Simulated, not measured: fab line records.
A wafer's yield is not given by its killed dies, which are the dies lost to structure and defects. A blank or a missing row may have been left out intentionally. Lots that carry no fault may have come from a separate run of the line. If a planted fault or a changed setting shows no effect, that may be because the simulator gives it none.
8D (eight disciplines) problem report, filled in by code    flow n5_finfet    the parts of the form that need people (team, actions taken, sign-off) are left out

## 1. THE PROBLEM
killed_at_M4_up at N5_PASSIVATION_PROBE_49 reads a mean of 99 on 9 wafers of 3 lots; wafers without a fault read 15 with a standard deviation of 5.6. That is +15 standard deviations from the usual mean.
Seen first at day 15 09:56 on prober-02, wafer L374.1. The record has a number at this step for 12 wafers belonging to 4 lots. Rule for "out", or "out of limits": more than 4 standard deviations from the usual mean. Any other wafer with a number is counted as sound.

## 2. WHAT IT IS AND WHAT IT IS NOT
question                     is                      is not
which readings at this step  killed_at_M4_up         killed_at_contacts, killed_at_front_end, killed_open, killed_short, sort_bin_4_leakage, sort_bin_8_speed
which lots                   L373, L374, L380        L372
which wafers of those lots   all that have a number  -
read on which tools          prober-01, prober-02    -
when                         from day 15 09:56       up to then (3 sound wafers)

## 3. WHAT RULES OUT EACH SUSPECT
Counting: a tool at any process step up to the reading remains a suspect when it ran all the lots that are out and ran no sound lot after the first of those.
- pvd_sputter-02 at N5_BEOL_M12_SPUTTER_43 (material TaN, target thk 15 nm, time 24.19 s): kept. It ran every lot that is out, first L374 (day 13 21:59), and no sound lot after that; its last sound lot up to then is L372 (day 13 16:09).
- rtp_anneal-02 at N5_BEOL_M15_ANNEAL_48 (time 90 s): kept. It ran every lot that is out, first L374 (day 14 18:08), and no sound lot after that; its last sound lot up to then is L372 (day 14 12:02).
- ald_hk-01 at N5_MIM_TOP_ALD_02 (deposits Al2O3, purge time 3 s, co reactant pulse time 3 s): kept. It ran every lot that is out, first L374 (day 15 03:09), and no sound lot after that. N5_MIM_TOP_ALD_02: start missing for some lots; hours and lot order therefore follow N5_PASSIVATION_OVL_MEAS_60.
The count leaves pvd_sputter-02 at N5_BEOL_M12_SPUTTER_43, rtp_anneal-02 at N5_BEOL_M15_ANNEAL_48, and ald_hk-01 at N5_MIM_TOP_ALD_02.

## 4. THE CAUSE (what the simulator had put in)
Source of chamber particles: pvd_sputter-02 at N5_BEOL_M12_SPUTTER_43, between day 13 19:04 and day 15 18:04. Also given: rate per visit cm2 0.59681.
This tool is one of the 3 suspects left after counting.

## 5. THE EFFECT CHAIN, in route order
Each row: a reading whose mean over the struck wafers that have a number lies more than 3 standard deviations from the usual. Scope: only readings with a usual standard deviation given in the record; hours: median across lots of the time from each lot's start at the first step in this table that gives one to its start at this step; sigmas: change in usual standard deviations.
hours  step                     reading               usual   on struck wafers  change  sigmas
0      N5_PASSIVATION_PROBE_49  defect_limited_yield  91.3 %  84.8              -6.5    -4.7
0      N5_PASSIVATION_PROBE_49  killed_at_M4_up       15      99                +84     +15
0      N5_PASSIVATION_PROBE_49  killed_dies           103     180               +77     +4.5
0      N5_PASSIVATION_PROBE_49  sort_bin_5_function   5.1 %   9.7               +4.6    +4.9
0      N5_PASSIVATION_PROBE_49  sort_n_pass           1077    1000              -77     -4.5
0      N5_PASSIVATION_PROBE_49  sort_yield_pct        91.3 %  84.8              -6.5    -4.3
The process steps in it:
- N5_PASSIVATION_PROBE_49

## 6. WHAT WOULD HAVE CAUGHT IT SOONER
In this record the first reading out of limits was taken at day 15 09:56, 39 hours after the fault began at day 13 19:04.
Tool readings at N5_BEOL_M12_SPUTTER_43 with a usual standard deviation given in the record: none out on any struck wafer, hence no alarm at a limit of 4 standard deviations on them.
L380, from the lots that are out (3), started N5_BEOL_M12_SPUTTER_43 on pvd_sputter-02 later than day 15 09:56. Putting the tool on hold at that point would have spared it.
